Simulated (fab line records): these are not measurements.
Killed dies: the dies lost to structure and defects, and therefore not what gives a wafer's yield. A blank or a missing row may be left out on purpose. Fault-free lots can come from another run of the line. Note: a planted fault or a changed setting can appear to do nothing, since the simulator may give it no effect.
Problem report in the 8D (eight disciplines) form, filled by code    flow n5_finfet    the parts of the form that need people (team, actions taken, sign-off) are left out

== 1. THE PROBLEM ==
On 2 wafers of 1 lot, exposure_dose_mJ_cm2 at N5_DUMMY_GATE_EXPOSE_12 has a mean of 33.73; fault-free wafers read 33.94, standard deviation 0.042. That is -4.9 standard deviations from the usual mean.
The step: exposes mask GATE, target cd 25 nm.
Seen first at day 8 08:49 on euv_scanner-02, wafer L909.2. The record holds 26 wafers of 9 lots with a number at this step. The rule behind "out" and "out of limits": a value lying over 4 standard deviations away from the usual mean. Any other wafer with a number is counted as sound.

== 2. WHAT IT IS, WHAT IT ISN'T ==
question                     is                      is not
which readings at this step  exposure_dose_mJ_cm2    stage_msd_nm
which lots                   L909                    L889, L890, L892, L894, L897, L899, L902, L905
which wafers of those lots   all that have a number  -
read on which tools          euv_scanner-02          euv_scanner-01
when                         from day 8 08:49        up to then (24 sound wafers)

== 3. THE SUSPECTS, EACH WITH WHAT RULES IT OUT ==
Counting: a tool stays on the suspect list if, at a process step up to the reading, it processed all lots that are out and no sound lot following the first of them.
- rie_diel-06 at N5_FIN_CUT_DESCUM_13 (chemistry O2, time 7 s): kept. It ran the lot that is out, L909 (day 7 14:25), and no sound lot after that; its last sound lot up to then is L899 (day 5 09:16).
- rtp_anneal-02 at N5_STI_FIN_REVEAL_DENSIFY_30: kept. It ran the lot that is out, L909 (day 7 21:02), and no sound lot after that; its last sound lot up to then is L905 (day 6 21:25).
- euv_scanner-02 at N5_DUMMY_GATE_EXPOSE_12 (exposes mask GATE, target cd 25 nm): kept. It ran the lot that is out, L909 (day 8 08:49), and no sound lot after that; its last sound lot up to then is L897 (day 5 13:27). Its own exposure_dose_mJ_cm2 readings are out on those wafers.
Still standing after the count: rie_diel-06 at N5_FIN_CUT_DESCUM_13, rtp_anneal-02 at N5_STI_FIN_REVEAL_DENSIFY_30, euv_scanner-02 at N5_DUMMY_GATE_EXPOSE_12.

== 4. THE CAUSE (what the simulator had put in) ==
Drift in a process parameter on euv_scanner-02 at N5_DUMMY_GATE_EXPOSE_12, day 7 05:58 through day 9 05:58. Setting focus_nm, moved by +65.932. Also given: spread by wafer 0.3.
After counting, 3 suspects remain, this tool included.

== 5. SEQUENCE OF EFFECTS, ordered by route ==
Rows list readings where the struck wafers' mean (over those with a number) sits beyond 3 standard deviations from the usual. Only readings for which the record gives a usual standard deviation are gone through. hours: the time from each lot's start at the first step in this table that gives one to its start at this step, as a median over the lots. sigmas: the change in usual standard deviations.
hours  step                     reading               usual  on struck wafers  change  sigmas
0      N5_DUMMY_GATE_EXPOSE_12  exposure_dose_mJ_cm2  33.94  33.73             -0.20   -4.9
Here are the process steps it includes:
- N5_DUMMY_GATE_EXPOSE_12: exposes mask GATE, target cd 25 nm.
At these later measuring or inspecting steps, every struck wafer for which the step has a row has a number for every such reading, and none has moved that far: N5_BEOL_M4_RC_MEAS_101.

== 6. HOW IT WOULD HAVE BEEN CAUGHT EARLIER ==
In this record no reading fell out of limits until day 8 08:49, 27 hours after the fault had begun at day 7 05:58.
